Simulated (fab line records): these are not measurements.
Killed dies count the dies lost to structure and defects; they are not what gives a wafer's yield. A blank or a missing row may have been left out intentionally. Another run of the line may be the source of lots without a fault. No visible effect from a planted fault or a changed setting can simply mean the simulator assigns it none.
Matching of chambers    flow n5_finfet    ald_metal-03 running N5_BEOL_M3_ALD_84: 4 sister chambers
The step deposits TaN, pulse time 2 s, purge time 3 s, co reactant purge time 2 s. 8 wafers are shown with their chamber, then 8 later ones without.

## EACH WAFER AND ITS CHAMBER
wafer   chamber  heater_power_w (W)  susceptor_temp_C (C)
L075.2  2        482                 275.04
L084.1  3        330                 274.79
L084.3  2        475                 275.14
L084.4  0        372                 274.93
L086.1  1        433                 274.88
L086.3  3        327                 274.89
L086.5  1        426                 275.01
L087.1  0        372                 274.87

## WAFERS WITHOUT THEIR CHAMBER
wafer   heater_power_w (W)  susceptor_temp_C (C)
L087.4  413                 274.94
L087.5  378                 274.99
L088.1  420                 274.81
L088.3  328                 275.06
L088.4  378                 274.90
L093.1  324                 275.01
L093.3  382                 274.89
L093.6  384                 274.98

## CHAMBER TAKEN BY EACH
wafer   from the rows above  in truth
L087.4  1                    1
L087.5  0                    0
L088.1  1                    1
L088.3  3                    3
L088.4  0                    0
L093.1  3                    3
L093.3  0                    0
L093.6  0                    0
Correct placement for 8 of the 8. Can't be placed from these rows: 0. 0 placed wrongly.
How it was worked out, from the rows above alone: a wafer's distance from a chamber is the root of the sum, over the readings, of the square of ((its reading less the chamber's mean) divided by the reading's scatter). The wafer belongs to the nearest chamber; if the next one is less than 2 further off, it can't be placed. Each chamber's mean is taken over the wafers shown for it. The scatter is the square root of a quotient: the sum, over the shown wafers, of each reading's squared deviation from its chamber's mean, divided by wafers minus chambers.
